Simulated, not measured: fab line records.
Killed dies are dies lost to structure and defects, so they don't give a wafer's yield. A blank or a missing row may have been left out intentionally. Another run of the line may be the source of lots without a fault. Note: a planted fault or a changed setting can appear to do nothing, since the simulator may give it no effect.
Matching of chambers | flow n5 finfet | 4 sister chambers for N5_BEOL_M10_ETCH_62 on rie diel-06
The step etches SOC in N2/H2, target depth 110 nm, overetch 22 nm, time 165 s. 4 wafers are shown with their chamber, then 11 later ones without.

EACH WAFER AND ITS CHAMBER
wafer  | chamber | showerhead plenum p Torr (Torr)
L085.4 | 2       | 2.58
L092.1 | 0       | 2.43
L092.4 | 1       | 2.48
L091.1 | 3       | 2.46

WAFERS MISSING THEIR CHAMBER
wafer  | showerhead plenum p Torr (Torr)
L091.2 | 2.43
L091.3 | 2.58
L094.1 | 2.43
L094.5 | 2.46
L094.6 | 2.43
L096.1 | 2.42
L096.2 | 2.57
L096.3 | 2.47
L096.4 | 2.46
L096.5 | 2.42
L096.6 | 2.47

THE CHAMBER EACH PASSED THROUGH
wafer  | from the rows above     | in truth
L091.2 | 0                       | 0
L091.3 | 2                       | 2
L094.1 | 0                       | 0
L094.5 | 3                       | 3
L094.6 | 0                       | 0
L096.1 | 0                       | 0
L096.2 | 2                       | 2
L096.3 | can't be placed: 1 or 3 | 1
L096.4 | 3                       | 3
L096.5 | 0                       | 0
L096.6 | can't be placed: 1 or 3 | 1
Correctly placed: 9 of 11. Can't be placed from these rows: 2 (the true chamber is among the candidates in 2). 0 placed wrongly.
How it was worked out, from the rows above alone: a wafer's distance from a chamber is the root of the sum, over the readings, of the square of ((its reading less the chamber's mean) divided by the reading's scatter). The wafer belongs to the nearest chamber; if the next one is less than 2 further off, it can't be placed. Each chamber's mean is taken over the wafers shown for it. The scatter: root of mean squared gap, hidden wafer to nearest shown wafer, with one shown wafer a chamber.
